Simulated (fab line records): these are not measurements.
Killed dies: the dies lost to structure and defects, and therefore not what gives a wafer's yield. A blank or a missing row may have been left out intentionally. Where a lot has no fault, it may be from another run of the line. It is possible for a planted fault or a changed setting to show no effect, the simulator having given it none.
fab line records / flow n5Finfet
[record] lots = 13 wafers = 34 lastDay = 21
route steps=1938 shown BEOL_M12@1646 BEOL_M13@1660 PASSIVATION@1936
lots that met no fault: taken from a fault-free run of the same line
startH: start of the lot's first displayed wafer, in hours after the record's first day / waitH: hours since the lot's step before / " the same as in the row above / L1.1+2: several wafers, shown together as one row / - no value present, or no start provided / * or withheld: withheld / < > ~ a bound
route shown NAME@n: names a module that has steps shown in the file, with the first one's number in the route / usual: average and standard deviation across the fault-free wafers / same: alike in all rows / chamber/n: place in a boat / sites: the reading at each site / _std_site: how widely they spread, as a standard deviation / _edge_site: mean of outer sites minus mean of inner sites / radiusMm: for every site, how far away it sits from the centre of the wafer / mask NAME#n: copy n / behind: the last tool/chamber to shape the wafer / hold: why the lot went on hold/how many hours it stayed there/how the hold came to an end / device: transistor that didn't switch, given as n, p or np / end of line: the tests these same wafers got at the end of their route / a step given without rows: its recipe and nothing more / killed: dies that structure and defects cost at the first sort, which is not the same as the wafer's yield / map: a wafer's dies, x killed, . not, _ none there
set.NAME: the setting that was run; set.NAME@STEP: the one run at that earlier step / model.NAME: the simulator's own value behind a step, which no gauge read
route steps across a sampled set of lots; one table per step, one row per wafer
services: a tool's chamber out of use, with start hour (startH, from the record's first day; less than 0 if before it), hours out, and reason
[[steps]]
[step N5_BEOL_M12_DEGAS_41]
[recipe] ambient = vacuum tempC = 250 timeS = 60
[usual] heaterPowerW = 331/45 susceptorTempC = 250.00/0.17
lot.wafer=L340.2 tool=pvdSputter-01 chamber=- startH=338.43 waitH=0.5 heaterPowerW=325 susceptorTempC=250.33
lot.wafer=L340.5 tool=pvdSputter-01 chamber=- startH=338.43 waitH=0.5 heaterPowerW=313 susceptorTempC=250.07
lot.wafer=L340.6 tool=pvdSputter-01 chamber=- startH=338.43 waitH=0.5 heaterPowerW=302 susceptorTempC=249.99
lot.wafer=L338.3 tool=pvdSputter-02 chamber=- startH=344.07 waitH=0.3 heaterPowerW=274 susceptorTempC=250.01
lot.wafer=L338.4 tool=pvdSputter-02 chamber=- startH=344.07 waitH=0.3 heaterPowerW=313 susceptorTempC=249.85
lot.wafer=L338.5 tool=pvdSputter-02 chamber=- startH=344.07 waitH=0.3 heaterPowerW=317 susceptorTempC=249.79
lot.wafer=L341.2 tool=pvdSputter-03 chamber=- startH=350.58 waitH=0.2 heaterPowerW=314 susceptorTempC=250.31
lot.wafer=L341.6 tool=pvdSputter-03 chamber=- startH=350.58 waitH=0.2 heaterPowerW=392 susceptorTempC=249.85
lot.wafer=L342.1 tool=pvdSputter-02 chamber=- startH=354.61 waitH=0.4 heaterPowerW=412 susceptorTempC=249.70
lot.wafer=L342.4 tool=pvdSputter-02 chamber=- startH=354.61 waitH=0.4 heaterPowerW=306 susceptorTempC=250.02
lot.wafer=L342.6 tool=pvdSputter-02 chamber=- startH=354.61 waitH=0.4 heaterPowerW=314 susceptorTempC=249.85
lot.wafer=L344.2 tool=pvdSputter-03 chamber=- startH=380.07 waitH=0.7 heaterPowerW=315 susceptorTempC=250.12
lot.wafer=L344.4 tool=pvdSputter-03 chamber=- startH=380.07 waitH=0.7 heaterPowerW=301 susceptorTempC=250.04
lot.wafer=L344.5 tool=pvdSputter-03 chamber=- startH=380.07 waitH=0.7 heaterPowerW=316 susceptorTempC=249.78
lot.wafer=L346.1 tool=pvdSputter-03 chamber=- startH=381.09 waitH=0.5 heaterPowerW=358 susceptorTempC=250.31
lot.wafer=L346.3 tool=pvdSputter-03 chamber=- startH=381.09 waitH=0.5 heaterPowerW=305 susceptorTempC=249.89
lot.wafer=L346.6 tool=pvdSputter-03 chamber=- startH=381.09 waitH=0.5 heaterPowerW=394 susceptorTempC=249.84
lot.wafer=L349.3 tool=pvdSputter-02 chamber=- startH=381.50 waitH=0.5 heaterPowerW=317 susceptorTempC=250.05
lot.wafer=L349.6 tool=pvdSputter-02 chamber=- startH=381.50 waitH=0.5 heaterPowerW=311 susceptorTempC=250.08
lot.wafer=L353.1 tool=pvdSputter-03 chamber=- startH=413.68 waitH=0.0 heaterPowerW=304 susceptorTempC=250.21
lot.wafer=L353.2 tool=pvdSputter-03 chamber=- startH=413.68 waitH=0.0 heaterPowerW=393 susceptorTempC=249.97
lot.wafer=L353.5 tool=pvdSputter-03 chamber=- startH=413.68 waitH=0.0 heaterPowerW=305 susceptorTempC=249.97
lot.wafer=L355.4 tool=pvdSputter-03 chamber=- startH=414.41 waitH=0.1 heaterPowerW=307 susceptorTempC=249.76
lot.wafer=L355.6 tool=pvdSputter-03 chamber=- startH=414.41 waitH=0.1 heaterPowerW=301 susceptorTempC=249.95
lot.wafer=L352.5 tool=pvdSputter-02 chamber=- startH=424.75 waitH=0.4 heaterPowerW=312 susceptorTempC=249.98
lot.wafer=L352.6 tool=pvdSputter-02 chamber=- startH=424.75 waitH=0.4 heaterPowerW=306 susceptorTempC=250.58
lot.wafer=L357.3 tool=pvdSputter-02 chamber=- startH=440.61 waitH=0.4 heaterPowerW=317 susceptorTempC=250.05
lot.wafer=L357.6 tool=pvdSputter-02 chamber=- startH=440.61 waitH=0.4 heaterPowerW=408 susceptorTempC=249.88
lot.wafer=L359.1 tool=pvdSputter-03 chamber=- startH=458.46 waitH=0.2 heaterPowerW=347 susceptorTempC=249.82
lot.wafer=L359.3 tool=pvdSputter-03 chamber=- startH=458.46 waitH=0.2 heaterPowerW=299 susceptorTempC=250.16
lot.wafer=L359.6 tool=pvdSputter-03 chamber=- startH=458.46 waitH=0.2 heaterPowerW=389 susceptorTempC=250.12
lot.wafer=L360.1 tool=pvdSputter-02 chamber=- startH=460.10 waitH=0.6 heaterPowerW=415 susceptorTempC=249.92
lot.wafer=L360.5 tool=pvdSputter-02 chamber=- startH=460.10 waitH=0.6 heaterPowerW=276 susceptorTempC=249.94
lot.wafer=L360.6 tool=pvdSputter-02 chamber=- startH=460.10 waitH=0.6 heaterPowerW=409 susceptorTempC=250.13
[step N5_BEOL_M12_PRE_CLEAN_42]
[recipe] gas = H2/He timeS = 30 tempC = 250
[usual] heaterPowerW = 331/44 susceptorTempC = 249.99/0.18
lot.wafer=L340.2 tool=pvdSputter-01 chamber=- startH=338.47 waitH=0.0 heaterPowerW=316 susceptorTempC=250.01
lot.wafer=L340.5 tool=pvdSputter-01 chamber=- startH=338.47 waitH=0.0 heaterPowerW=318 susceptorTempC=249.69
lot.wafer=L340.6 tool=pvdSputter-01 chamber=- startH=338.47 waitH=0.0 heaterPowerW=304 susceptorTempC=249.84
lot.wafer=L338.3 tool=pvdSputter-02 chamber=- startH=344.11 waitH=0.0 heaterPowerW=270 susceptorTempC=249.80
lot.wafer=L338.4 tool=pvdSputter-02 chamber=- startH=344.11 waitH=0.0 heaterPowerW=311 susceptorTempC=249.87
lot.wafer=L338.5 tool=pvdSputter-02 chamber=- startH=344.11 waitH=0.0 heaterPowerW=316 susceptorTempC=249.85
lot.wafer=L341.2 tool=pvdSputter-03 chamber=- startH=350.62 waitH=0.0 heaterPowerW=313 susceptorTempC=250.30
lot.wafer=L341.6 tool=pvdSputter-03 chamber=- startH=350.62 waitH=0.0 heaterPowerW=393 susceptorTempC=249.99
lot.wafer=L342.1 tool=pvdSputter-02 chamber=- startH=354.65 waitH=0.0 heaterPowerW=406 susceptorTempC=250.26
lot.wafer=L342.4 tool=pvdSputter-02 chamber=- startH=354.65 waitH=0.0 heaterPowerW=309 susceptorTempC=249.72
lot.wafer=L342.6 tool=pvdSputter-02 chamber=- startH=354.65 waitH=0.0 heaterPowerW=307 susceptorTempC=249.78
lot.wafer=L344.2 tool=pvdSputter-03 chamber=- startH=380.11 waitH=0.0 heaterPowerW=318 susceptorTempC=249.88
lot.wafer=L344.4 tool=pvdSputter-03 chamber=- startH=380.11 waitH=0.0 heaterPowerW=307 susceptorTempC=249.97
lot.wafer=L344.5 tool=pvdSputter-03 chamber=- startH=380.11 waitH=0.0 heaterPowerW=313 susceptorTempC=249.52
lot.wafer=L346.1 tool=pvdSputter-03 chamber=- startH=381.13 waitH=0.0 heaterPowerW=345 susceptorTempC=249.99
lot.wafer=L346.3 tool=pvdSputter-03 chamber=- startH=381.13 waitH=0.0 heaterPowerW=305 susceptorTempC=250.09
lot.wafer=L346.6 tool=pvdSputter-03 chamber=- startH=381.13 waitH=0.0 heaterPowerW=402 susceptorTempC=250.11
lot.wafer=L349.3 tool=pvdSputter-02 chamber=- startH=381.54 waitH=0.0 heaterPowerW=313 susceptorTempC=250.44
lot.wafer=L349.6 tool=pvdSputter-02 chamber=- startH=381.54 waitH=0.0 heaterPowerW=317 susceptorTempC=249.97
lot.wafer=L353.1 tool=pvdSputter-03 chamber=- startH=413.72 waitH=0.0 heaterPowerW=296 susceptorTempC=250.19
lot.wafer=L353.2 tool=pvdSputter-03 chamber=- startH=413.72 waitH=0.0 heaterPowerW=398 susceptorTempC=250.05
lot.wafer=L353.5 tool=pvdSputter-03 chamber=- startH=413.72 waitH=0.0 heaterPowerW=308 susceptorTempC=249.77
lot.wafer=L355.4 tool=pvdSputter-03 chamber=- startH=414.45 waitH=0.0 heaterPowerW=305 susceptorTempC=250.13
lot.wafer=L355.6 tool=pvdSputter-03 chamber=- startH=414.45 waitH=0.0 heaterPowerW=303 susceptorTempC=250.16
lot.wafer=L352.5 tool=pvdSputter-02 chamber=- startH=424.79 waitH=0.0 heaterPowerW=317 susceptorTempC=250.00
lot.wafer=L352.6 tool=pvdSputter-02 chamber=- startH=424.79 waitH=0.0 heaterPowerW=312 susceptorTempC=250.07
lot.wafer=L357.3 tool=pvdSputter-02 chamber=- startH=440.65 waitH=0.0 heaterPowerW=308 susceptorTempC=250.08
lot.wafer=L357.6 tool=pvdSputter-02 chamber=- startH=440.65 waitH=0.0 heaterPowerW=414 susceptorTempC=249.79
lot.wafer=L359.1 tool=pvdSputter-03 chamber=- startH=458.50 waitH=0.0 heaterPowerW=354 susceptorTempC=250.05
lot.wafer=L359.3 tool=pvdSputter-03 chamber=- startH=458.50 waitH=0.0 heaterPowerW=302 susceptorTempC=250.30
lot.wafer=L359.6 tool=pvdSputter-03 chamber=- startH=458.50 waitH=0.0 heaterPowerW=401 susceptorTempC=249.96
lot.wafer=L360.1 tool=pvdSputter-02 chamber=- startH=460.14 waitH=0.0 heaterPowerW=412 susceptorTempC=249.97
lot.wafer=L360.5 tool=pvdSputter-02 chamber=- startH=460.14 waitH=0.0 heaterPowerW=278 susceptorTempC=250.11
lot.wafer=L360.6 tool=pvdSputter-02 chamber=- startH=460.14 waitH=0.0 heaterPowerW=410 susceptorTempC=249.75
[step N5_BEOL_M12_ANNEAL_48]
[recipe] tempC = 225 timeS = 90 ambient = N2
[usual] annealTempC = 224.97/0.15 annealTempCMax = 225.85/0.29 wafer_temp_C_max = 225.83/0.23
lot.wafer=L340.2 tool=rtpAnneal-02 chamber=0 startH=339.16 waitH=0.3 annealTempC=224.98 annealTempCMax=225.59 wafer_temp_C_max=225.96
lot.wafer=L340.5 tool=rtpAnneal-02 chamber=0 startH=339.16 waitH=0.3 annealTempC=224.75 annealTempCMax=225.52 wafer_temp_C_max=226.12
lot.wafer=L340.6 tool=rtpAnneal-02 chamber=0 startH=339.16 waitH=0.3 annealTempC=225.06 annealTempCMax=225.70 wafer_temp_C_max=225.92
lot.wafer=L338.3 tool=rtpAnneal-02 chamber=0 startH=344.85 waitH=0.3 annealTempC=224.86 annealTempCMax=225.55 wafer_temp_C_max=225.44
lot.wafer=L338.4 tool=rtpAnneal-02 chamber=0 startH=344.85 waitH=0.3 annealTempC=225.14 annealTempCMax=225.65 wafer_temp_C_max=225.67
lot.wafer=L338.5 tool=rtpAnneal-02 chamber=0 startH=344.85 waitH=0.3 annealTempC=225.21 annealTempCMax=225.93 wafer_temp_C_max=225.63
lot.wafer=L341.2 tool=rtpAnneal-01 chamber=0 startH=351.46 waitH=0.5 annealTempC=225.17 annealTempCMax=226.49 wafer_temp_C_max=226.14
lot.wafer=L341.6 tool=rtpAnneal-01 chamber=0 startH=351.46 waitH=0.5 annealTempC=225.18 annealTempCMax=226.60 wafer_temp_C_max=225.91
lot.wafer=L342.1 tool=rtpAnneal-01 chamber=0 startH=355.11 waitH=0.1 annealTempC=224.91 annealTempCMax=225.96 wafer_temp_C_max=225.62
lot.wafer=L342.4 tool=rtpAnneal-01 chamber=0 startH=355.11 waitH=0.1 annealTempC=225.11 annealTempCMax=226.10 wafer_temp_C_max=225.83
lot.wafer=L342.6 tool=rtpAnneal-01 chamber=0 startH=355.11 waitH=0.1 annealTempC=225.20 annealTempCMax=226.20 wafer_temp_C_max=225.91
lot.wafer=L344.2 tool=rtpAnneal-01 chamber=- startH=380.62 waitH=0.1 annealTempC=- annealTempCMax=- wafer_temp_C_max=-
lot.wafer=L344.4 tool=rtpAnneal-01 chamber=- startH=380.62 waitH=0.1 annealTempC=- annealTempCMax=- wafer_temp_C_max=-
lot.wafer=L344.5 tool=rtpAnneal-01 chamber=- startH=380.62 waitH=0.1 annealTempC=- annealTempCMax=- wafer_temp_C_max=-
lot.wafer=L346.1 tool=rtpAnneal-02 chamber=- startH=381.59 waitH=0.1 annealTempC=- annealTempCMax=- wafer_temp_C_max=-
lot.wafer=L346.3 tool=rtpAnneal-02 chamber=- startH=381.59 waitH=0.1 annealTempC=- annealTempCMax=- wafer_temp_C_max=-
lot.wafer=L346.6 tool=rtpAnneal-02 chamber=- startH=381.59 waitH=0.1 annealTempC=- annealTempCMax=- wafer_temp_C_max=-
lot.wafer=L349.3 tool=rtpAnneal-01 chamber=0 startH=382.50 waitH=0.6 annealTempC=225.02 annealTempCMax=226.04 wafer_temp_C_max=226.24
lot.wafer=L349.6 tool=rtpAnneal-01 chamber=0 startH=382.50 waitH=0.6 annealTempC=225.04 annealTempCMax=225.90 wafer_temp_C_max=225.97
lot.wafer=L353.1 tool=rtpAnneal-02 chamber=0 startH=414.18 waitH=0.1 annealTempC=224.92 annealTempCMax=225.74 wafer_temp_C_max=225.88
lot.wafer=L353.2 tool=rtpAnneal-02 chamber=0 startH=414.18 waitH=0.1 annealTempC=224.77 annealTempCMax=225.53 wafer_temp_C_max=225.63
lot.wafer=L353.5 tool=rtpAnneal-02 chamber=0 startH=414.18 waitH=0.1 annealTempC=224.98 annealTempCMax=225.79 wafer_temp_C_max=225.76
lot.wafer=L355.4 tool=rtpAnneal-02 chamber=0 startH=415.31 waitH=0.5 annealTempC=224.75 annealTempCMax=225.39 wafer_temp_C_max=225.83
lot.wafer=L355.6 tool=rtpAnneal-02 chamber=0 startH=415.31 waitH=0.5 annealTempC=225.08 annealTempCMax=225.72 wafer_temp_C_max=225.74
lot.wafer=L352.5 tool=rtpAnneal-02 chamber=0 startH=425.42 waitH=0.2 annealTempC=225.22 annealTempCMax=225.97 wafer_temp_C_max=225.51
lot.wafer=L352.6 tool=rtpAnneal-02 chamber=0 startH=425.42 waitH=0.2 annealTempC=224.83 annealTempCMax=225.46 wafer_temp_C_max=225.62
lot.wafer=L357.3 tool=rtpAnneal-01 chamber=0 startH=441.20 waitH=0.2 annealTempC=225.06 annealTempCMax=226.32 wafer_temp_C_max=226.22
lot.wafer=L357.6 tool=rtpAnneal-01 chamber=0 startH=441.20 waitH=0.2 annealTempC=225.01 annealTempCMax=225.95 wafer_temp_C_max=225.88
lot.wafer=L359.1 tool=rtpAnneal-02 chamber=0 startH=458.96 waitH=0.1 annealTempC=225.05 annealTempCMax=225.90 wafer_temp_C_max=225.97
lot.wafer=L359.3 tool=rtpAnneal-02 chamber=0 startH=458.96 waitH=0.1 annealTempC=225.00 annealTempCMax=225.66 wafer_temp_C_max=225.88
lot.wafer=L359.6 tool=rtpAnneal-02 chamber=0 startH=458.96 waitH=0.1 annealTempC=225.04 annealTempCMax=225.85 wafer_temp_C_max=226.23
lot.wafer=L360.1 tool=rtpAnneal-02 chamber=0 startH=460.60 waitH=0.1 annealTempC=224.96 annealTempCMax=225.57 wafer_temp_C_max=225.54
lot.wafer=L360.5 tool=rtpAnneal-02 chamber=0 startH=460.60 waitH=0.1 annealTempC=224.71 annealTempCMax=225.59 wafer_temp_C_max=225.91
lot.wafer=L360.6 tool=rtpAnneal-02 chamber=0 startH=460.60 waitH=0.1 annealTempC=224.90 annealTempCMax=225.72 wafer_temp_C_max=225.69
[step N5_BEOL_M13_THK_MEAS_01]
[recipe] reads = SiOC_of_BEOL_M13_ILD_DEP_00
[usual] M13_ILD_THK = 840/13
lot.wafer=L340.2 tool=filmMetro-02 chamber=- startH=340.05 waitH=0.1 M13_ILD_THK[nm]=837
lot.wafer=L340.5 tool=filmMetro-02 chamber=- startH=340.05 waitH=0.1 M13_ILD_THK[nm]=834
lot.wafer=L340.6 tool=filmMetro-02 chamber=- startH=340.05 waitH=0.1 M13_ILD_THK[nm]=843
lot.wafer=L338.3 tool=filmMetro-02 chamber=- startH=345.71 waitH=0.1 M13_ILD_THK[nm]=827
lot.wafer=L338.4 tool=filmMetro-02 chamber=- startH=345.71 waitH=0.1 M13_ILD_THK[nm]=857
lot.wafer=L338.5 tool=filmMetro-02 chamber=- startH=345.71 waitH=0.1 M13_ILD_THK[nm]=839
lot.wafer=L341.2 tool=filmMetro-01 chamber=- startH=352.58 waitH=0.1 M13_ILD_THK[nm]=827
lot.wafer=L341.6 tool=filmMetro-01 chamber=- startH=352.58 waitH=0.1 M13_ILD_THK[nm]=847
lot.wafer=L342.1 tool=filmMetro-02 chamber=- startH=356.05 waitH=0.1 M13_ILD_THK[nm]=842
lot.wafer=L342.4 tool=filmMetro-02 chamber=- startH=356.05 waitH=0.1 M13_ILD_THK[nm]=841
lot.wafer=L342.6 tool=filmMetro-02 chamber=- startH=356.05 waitH=0.1 M13_ILD_THK[nm]=867
lot.wafer=L344.2 tool=filmMetro-02 chamber=- startH=381.50 waitH=0.1 M13_ILD_THK[nm]=843
lot.wafer=L344.4 tool=filmMetro-02 chamber=- startH=381.50 waitH=0.1 M13_ILD_THK[nm]=862
lot.wafer=L344.5 tool=filmMetro-02 chamber=- startH=381.50 waitH=0.1 M13_ILD_THK[nm]=848
lot.wafer=L346.1 tool=filmMetro-01 chamber=- startH=382.68 waitH=0.1 M13_ILD_THK[nm]=819
lot.wafer=L346.3 tool=filmMetro-01 chamber=- startH=382.68 waitH=0.1 M13_ILD_THK[nm]=841
lot.wafer=L346.6 tool=filmMetro-01 chamber=- startH=382.68 waitH=0.1 M13_ILD_THK[nm]=835
lot.wafer=L349.3 tool=filmMetro-01 chamber=- startH=383.34 waitH=0.1 M13_ILD_THK[nm]=844
lot.wafer=L349.6 tool=filmMetro-01 chamber=- startH=383.34 waitH=0.1 M13_ILD_THK[nm]=840
lot.wafer=L353.1 tool=filmMetro-02 chamber=- startH=415.14 waitH=0.1 M13_ILD_THK[nm]=836
lot.wafer=L353.2 tool=filmMetro-02 chamber=- startH=415.14 waitH=0.1 M13_ILD_THK[nm]=839
lot.wafer=L353.5 tool=filmMetro-02 chamber=- startH=415.14 waitH=0.1 M13_ILD_THK[nm]=859
lot.wafer=L355.4 tool=filmMetro-01 chamber=- startH=416.17 waitH=0.1 M13_ILD_THK[nm]=832
lot.wafer=L355.6 tool=filmMetro-01 chamber=- startH=416.17 waitH=0.1 M13_ILD_THK[nm]=832
lot.wafer=L352.5 tool=filmMetro-02 chamber=- startH=426.17 waitH=0.0 M13_ILD_THK[nm]=862
lot.wafer=L352.6 tool=filmMetro-02 chamber=- startH=426.17 waitH=0.0 M13_ILD_THK[nm]=855
lot.wafer=L357.3 tool=filmMetro-02 chamber=- startH=442.04 waitH=0.1 M13_ILD_THK[nm]=840
lot.wafer=L357.6 tool=filmMetro-02 chamber=- startH=442.04 waitH=0.1 M13_ILD_THK[nm]=859
lot.wafer=L359.1 tool=filmMetro-02 chamber=- startH=459.98 waitH=0.2 M13_ILD_THK[nm]=822
lot.wafer=L359.3 tool=filmMetro-02 chamber=- startH=459.98 waitH=0.2 M13_ILD_THK[nm]=846
lot.wafer=L359.6 tool=filmMetro-02 chamber=- startH=459.98 waitH=0.2 M13_ILD_THK[nm]=844
lot.wafer=L360.1 tool=filmMetro-01 chamber=- startH=461.53 waitH=0.1 M13_ILD_THK[nm]=829
lot.wafer=L360.5 tool=filmMetro-01 chamber=- startH=461.53 waitH=0.1 M13_ILD_THK[nm]=856
lot.wafer=L360.6 tool=filmMetro-01 chamber=- startH=461.53 waitH=0.1 M13_ILD_THK[nm]=846
[step N5_PASSIVATION_PROBE_49]
[usual] defectLimitedYield = 91.1/1.4 killed_at_M0_to_M3 = 34/9.6 killed_at_M4_up = 15/5.3 killedAtContacts = 12/6.1 killedAtFrontEnd = 40/11 killedAtOther = 3.5/2.8 killedDies = 105/17 killedOpen = 70/12 killedShort = 34/7.7 sort_bin_4_leakage = 0.01/0.07 sort_bin_5_function = 5.2/0.97 sort_bin_6_memory = 3.4/0.62 sort_bin_8_speed = 0.00/0.023 sortNPass = 1075/17 sortYieldPct = 91.1/1.4
[same] grossDies = 1180 killedAtBackSide = 0
lot.wafer=L344.2 tool=prober-01 chamber=- startH=412.24 waitH=0.1 defectLimitedYield[%]=88.8 killed_at_M0_to_M3=32 killed_at_M4_up=14 killedAtContacts=16 killedAtFrontEnd=59 killedAtOther=11 killedDies=132 killedOpen=87 killedShort=43 sort_bin_4_leakage[%]=0 sort_bin_5_function[%]=7.1 sort_bin_6_memory[%]=3.7 sort_bin_8_speed[%]=0 sortNPass=1048 sortYieldPct[%]=88.8
lot.wafer=L349.3 tool=prober-01 chamber=- startH=420.62 waitH=0.1 defectLimitedYield[%]=93.1 killed_at_M0_to_M3=16 killed_at_M4_up=19 killedAtContacts=7 killedAtFrontEnd=37 killedAtOther=3 killedDies=82 killedOpen=56 killedShort=26 sort_bin_4_leakage[%]=0 sort_bin_5_function[%]=3.9 sort_bin_6_memory[%]=2.7 sort_bin_8_speed[%]=0 sortNPass=1098 sortYieldPct[%]=93.1
lot.wafer=L349.6 tool=prober-01 chamber=- startH=420.77 waitH=0.3 defectLimitedYield[%]=93.0 killed_at_M0_to_M3=9 killed_at_M4_up=20 killedAtContacts=8 killedAtFrontEnd=44 killedAtOther=2 killedDies=83 killedOpen=54 killedShort=29 sort_bin_4_leakage[%]=0 sort_bin_5_function[%]=4.6 sort_bin_6_memory[%]=2.0 sort_bin_8_speed[%]=0 sortNPass=1097 sortYieldPct[%]=93.0
// killed by level:class
L344.2 STI_FIN_REVEAL:geometricParticle:open=20 MOL_CONTACT_COAG:geometricParticle:open=13 BEOL_M1:geometricParticle:open=10 BEOL_M4:geometricParticle:open=9 BEOL_M0_SAQP:geometricParticle:open=8 FIN_SAQP:geometricParticle:short=7 BEOL_M0_SAQP:geometricParticle:short=6 BEOL_M2:geometricParticle:open=5
L349.3 BEOL_M4:geometricParticle:open=8 FIN_SAQP:geometricParticle:short=7 MOL_CONTACT_COAG:geometricParticle:open=7 STARTING-WAFER:geometricParticle:short=6 STI_FIN_REVEAL:geometricParticle:open=5 GATE_CUT:geometricParticle:open=5 BEOL_M2:geometricParticle:open=5 BEOL_M0_SAQP:geometricParticle:open=4
L349.6 FIN_SAQP:geometricParticle:open=10 GATE_CUT:geometricParticle:short=9 FIN_SAQP:geometricParticle:short=8 MOL_CONTACT_COAG:geometricParticle:open=8 BEOL_M4:geometricParticle:open=6 GATE_CUT:geometricParticle:open=4 BEOL_M8:geometricParticle:open=4 FIN_CUT:geometricParticle:open=3
[[services]]
tool=pvdSputter-02 chamber=- startH=409.67 hours=7.3 kind=repair
tool=pvdSputter-01 chamber=- startH=426.95 hours=3.4 kind=repair
[[key]]
[firstSign] step = N5_BEOL_M12_ANNEAL_48 reading = toolRecord direction = missing
effect none on later readings
metAt N5_BEOL_M12_ANNEAL_48
struckLots L344,L346
notActingAt N5_BEOL_M12_DEGAS_41,N5_BEOL_M12_PRE_CLEAN_42,N5_BEOL_M13_THK_MEAS_01
onsetBetween 355.11 380.62
[fault] kind = skippedStepWhole tool = rtpAnneal-01,rtpAnneal-02 chamber = - onsetH = 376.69 steps = N5_BEOL_M12_ANNEAL_48 scope = struckLotsOnly
